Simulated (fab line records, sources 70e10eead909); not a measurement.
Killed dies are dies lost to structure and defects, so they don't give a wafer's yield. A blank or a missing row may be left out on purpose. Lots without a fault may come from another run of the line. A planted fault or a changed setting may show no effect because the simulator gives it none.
Problem report in the 8D (eight disciplines) form, filled by code | flow nand_harc | the parts of the form that need people (team, actions taken, sign-off) are left out

1. THE PROBLEM
cd_nm at NHARC_P_STI_CD_MEAS_09 reads a mean of 119.7 nm on 9 wafers of 3 lots; wafers without a fault read 199.8 nm with a standard deviation of 1.6. That is -50 standard deviations from the usual mean.
The step: target cd 200 nm.
First seen on wafer L144.1, day 3 23:20, on cd_sem-03. The record holds 33 wafers of 11 lots with a number at this step. Rule for "out", or "out of limits": more than 4 standard deviations from the usual mean. The other wafers with a number count as sound.

2. WHAT IT IS AND WHAT IT IS NOT
question                    | is                     | is not
which readings at this step | cd_nm                  | -
which lots                  | L144, L146, L149       | L139, L140, L141, L145, L153, L154, L158, L159
which wafers of those lots  | all that have a number | -
read on which gauges        | cd_sem-01, cd_sem-03   | cd_sem-02
when                        | from day 3 23:20       | up to then (9 sound wafers); but 15 sound wafers of L145, L153, L154, L158, L159 came after

3. SUSPECTS, AND WHAT RULES EACH OUT
Counting: a tool at a process step up to the reading stays a suspect if it ran every lot that is out and no sound lot after the first of them.
- the gauge at NHARC_P_STI_CD_MEAS_09: ruled out. The wafers that are out were read on 2 gauges (cd_sem-01, cd_sem-03).
- rie_si-01 at NHARC_P_ZERO_WELL_ETCH_63 (etches the open film in HBr/Cl2, target depth 120 nm, time 40.1 s): ruled out as a lasting fault. Sound lots L154 ran on it after its first lot that is out, L144 (day 3 01:39).
- krf_scanner-01 at NHARC_P_STI_EXPOSE_06 (exposes mask P STI, target cd 200 nm): kept. It ran every lot that is out, first L144 (day 3 23:11), and no sound lot after that; its last sound lot up to then is L140 (day 3 01:55). Its own readings are out on those wafers: exposure_dose_mJ_cm2.
Left after counting: krf_scanner-01 at NHARC_P_STI_EXPOSE_06.

4. THE CAUSE (what the simulator had put in)
Process parameter drift: krf_scanner-01, from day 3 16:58 on, at NHARC_P_STI_EXPOSE_06. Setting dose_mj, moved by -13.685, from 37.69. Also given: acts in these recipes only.
Counting left only this tool.

5. THE CHAIN OF EFFECTS, in route order
Each row: a reading whose mean over the struck wafers that have a number lies more than 3 standard deviations from the usual. Only readings for which the record gives a usual standard deviation are gone through. hours: the time from each lot's start at the first step in this table that gives one to its start at this step, as a median over the lots. sigmas: the change in usual standard deviations.
hours | step                    | reading              | usual    | on struck wafers | change | sigmas
0     | NHARC_P_STI_EXPOSE_06   | exposure_dose_mJ_cm2 | 37.72    | 26.24            | -11.48 | -99 or more
0     | NHARC_P_STI_CD_MEAS_09  | cd_nm                | 199.8 nm | 119.7            | -80.1  | -50
1     | NHARC_P_STI_OCD_MEAS_17 | trench_foot_cd_nm    | 157.9 nm | 77.5             | -80.4  | -50
1     | NHARC_P_STI_OCD_MEAS_43 | trench_foot_cd_nm    | 157.9 nm | 77.4             | -80.5  | -50
419   | NHARC_END_SORT_01       | killed_at_periphery  | 3.3      | 653.4            | +650.1 | +99 or more
419   | NHARC_END_SORT_01       | killed_dies          | 29       | 677              | +648   | +65
The process steps in it:
- NHARC_P_STI_EXPOSE_06: exposes mask P STI, target cd 200 nm.
Later measuring or inspecting steps at which every struck wafer that the step has a row for has a number for every such reading, and none has moved that far: NHARC_P_STI_OVL_MEAS_10.

6. WHAT WOULD HAVE CAUGHT IT SOONER
In this record the first reading out of limits at a measuring or inspecting step was taken at day 3 23:20, 6 hours after the fault began at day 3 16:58.
The tool's own readings at NHARC_P_STI_EXPOSE_06 were out on every struck wafer that the step has a row for (exposure_dose_mJ_cm2): an alarm limit on them would have fired on the first of those.
Of the lots that are out (3), L146, L149 began NHARC_P_STI_EXPOSE_06 on krf_scanner-01 after day 3 23:20. A hold on the tool at that time would have spared those 2.
